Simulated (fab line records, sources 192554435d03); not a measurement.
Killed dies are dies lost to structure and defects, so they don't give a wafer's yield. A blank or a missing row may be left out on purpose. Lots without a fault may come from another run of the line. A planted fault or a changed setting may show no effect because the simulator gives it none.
A struck lot beside a sound one | flow n5_finfet | 14 steps out of a route of 1938
Sound: wafers L958.1, L958.5, L958.6. Struck: wafer L962.4. (L962.3 of the same lot was not struck and is left out.) The cause comes at the end.
At each step with rows: each side's tool, then ch and its chambers, then its first start. Under that, the readings that differ: sound wafers | struck wafers | difference of the means | sigmas: that difference in standard deviations of wafers without a fault.
alike: readings whose means differ by less than 2 such deviations, and words and numbers that are the same on both sides. not compared: withheld readings, readings that some wafer has no value for, bounds like >300 that may hide the same value, and numbers for which the record gives no deviation and whose values overlap.
The two part at a step that has a row with sigmas, a row that says differs or no value, or rows on one side only. Numbers that don't overlap but have no deviation are shown without sigmas and don't part them. A reading that every wafer of one side lacks parts them only if that side has two wafers or more.

first, 7 steps without rows for these wafers: N5_BEOL_M12_COAT_22 (resist thk 300 nm); N5_BEOL_M12_EBR_24; N5_BEOL_M12_SOFTBAKE_23 (time 60 s); N5_BEOL_M12_EXPOSE_25 (exposes mask M12); N5_BEOL_M12_PEB_26 (peb time 90 s); N5_BEOL_M12_DEVELOP_27 (develop time 45 s); N5_BEOL_M12_HARDBAKE_32 (time 120 s).
N5_BEOL_M12_CD_MEAS_28: target cd 160.2 nm.
  sound on cd_sem-02 ch 0, day 14 18:34; struck on cd_sem-02 ch 0, day 15 11:04
  alike: cd_nm
N5_BEOL_M12_OVL_MEAS_29:
  sound on overlay-01 ch 0, day 14 18:35; struck on overlay-01 ch 0, day 15 11:05
  reading      | sound   | struck | difference | sigmas
  M12_OVL (nm) | -5 -7 6 | 11     | +13        | +2
N5_BEOL_M12_INSPECT_30: inspects for defects (macro).
  sound on defect_inspect-02, day 14 18:37; struck on defect_inspect-01, day 15 11:07
  alike: raw_defect_count
N5_BEOL_M12_DESCUM_33: chemistry O2, time 7.9 s.
  sound on rie_diel-01 ch 1,2, day 14 19:02; struck on rie_diel-01 ch 1, day 15 11:10
  alike: drypump_motor_current_A, oes_product_au, rf_vpp_V, showerhead_plenum_p_Torr, throttle_valve_pct
  not compared: rf_hours_counter_h
N5_BEOL_M12_ETCH_67: etches SiARC in CF4, target depth 143 nm, time 238.3 s.
  sound on rie_diel-01 ch 1,2, day 14 19:04; struck on rie_diel-01 ch 1, day 15 11:16
  alike: drypump_motor_current_A, etch_rf_on_time_s, oes_product_au, rf_vpp_V, showerhead_plenum_p_Torr, throttle_valve_pct
  not compared: rf_hours_counter_h
N5_BEOL_M12_ETCH_68: etches SOC in N2/H2, time 285 s.
  sound on rie_diel-01 ch 1,2, day 14 19:13; struck on rie_diel-01 ch 1, day 15 11:30
  reading                                     | sound             | struck | difference | sigmas
  run_length_s (s)                            | 307.9 308.6 307.8 | 244.7  | -63.4      | -99 or more
  model.SiARC_of_BEOL_M12_COAT_66.thk_nm (nm) | 86.2 86.4 85.6    | 90.6   | +4.5       |
  alike: drypump_motor_current_A, oes_product_au, rf_vpp_V, showerhead_plenum_p_Torr, throttle_valve_pct
  not compared: rf_hours_counter_h
then, 1 step without rows for these wafers: N5_BEOL_M12_STRIP_69 (strips in N2/H2).

WHERE THEY PART
First at N5_BEOL_M12_OVL_MEAS_29; last, within this record, at N5_BEOL_M12_ETCH_68.

WHY: what the simulator had put in
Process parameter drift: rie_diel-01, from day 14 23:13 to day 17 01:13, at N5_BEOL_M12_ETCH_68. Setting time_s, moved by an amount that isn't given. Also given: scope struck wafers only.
